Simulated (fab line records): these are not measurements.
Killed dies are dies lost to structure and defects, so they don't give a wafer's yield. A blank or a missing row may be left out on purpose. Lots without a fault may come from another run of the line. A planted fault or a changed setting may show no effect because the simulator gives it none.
Matching of chambers ; flow n5-finfet ; N5_BEOL_M2_ETCHBACK_99 on rie-diel-05: 4 sister chambers
The step etches SiO2 in CHF3, target depth 5 nm, time 10.4 s. 20 wafers are shown with their chamber, then 10 later ones without.

WAFERS, EACH WITH ITS CHAMBER
wafer;chamber;showerhead-plenum-p-Torr (Torr);drypump-motor-current-A (A);rf-vpp-V (V)
L077.2;3;2.09;5.7;245
L077.3;2;2.29;6.4;244
L077.5;3;2.09;5.7;245
L078.1;2;2.29;6.5;244
L078.2;3;2.09;5.7;244
L078.6;1;2.13;5.4;231
L081.2;0;2.07;5.4;239
L081.5;0;2.07;5.4;241
L081.6;3;2.09;5.8;244
L086.2;3;2.09;5.7;245
L086.4;3;2.09;5.7;244
L086.5;0;2.07;5.5;241
L087.2;2;2.29;6.5;245
L087.3;0;2.07;5.4;239
L087.6;3;2.09;5.7;244
L089.3;2;2.29;6.5;245
L089.4;2;2.28;6.5;245
L089.5;0;2.07;5.5;241
L092.1;2;2.28;6.5;245
L092.4;1;2.12;5.4;232

SIGNATURES (means of the wafers above)
reading;chamber 0;chamber 1;chamber 2;chamber 3;scatter within a chamber
showerhead-plenum-p-Torr;2.0700;2.1250;2.2867;2.0900;0.00339
drypump-motor-current-A;5.440;5.400;6.483;5.714;0.0425
rf-vpp-V;240.20;231.50;244.67;244.43;0.722
Rule: distance of a wafer from a chamber = root of the sum over the readings of ((wafer's reading minus chamber's mean) / reading's scatter) squared. If the next closest chamber is less than 2 further off than the closest, the wafer can't be placed; otherwise it belongs to the closest. How the scatter is found: for the shown wafers, subtract from each reading the mean of its chamber, square and add these, divide the total by (wafers less chambers), then take the root.

WAFERS WITH NO CHAMBER GIVEN
wafer;showerhead-plenum-p-Torr (Torr);drypump-motor-current-A (A);rf-vpp-V (V)
L092.6;2.09;5.7;244
L094.2;2.28;6.5;244
L094.3;2.12;5.4;232
L094.6;2.12;5.4;231
L095.1;2.28;6.5;245
L095.3;2.12;5.4;231
L095.5;2.08;5.7;245
L097.1;2.28;6.4;244
L097.2;2.12;5.4;230
L097.4;2.06;5.5;241

WHICH CHAMBER EACH WENT THROUGH
wafer;from the rows above;in truth
L092.6;3;3
L094.2;2;2
L094.3;1;1
L094.6;1;1
L095.1;2;2
L095.3;1;1
L095.5;3;3
L097.1;2;2
L097.2;1;1
L097.4;0;0
Correctly placed: 10 of 10. Not placeable from these rows: 0. Wrongly placed: 0.
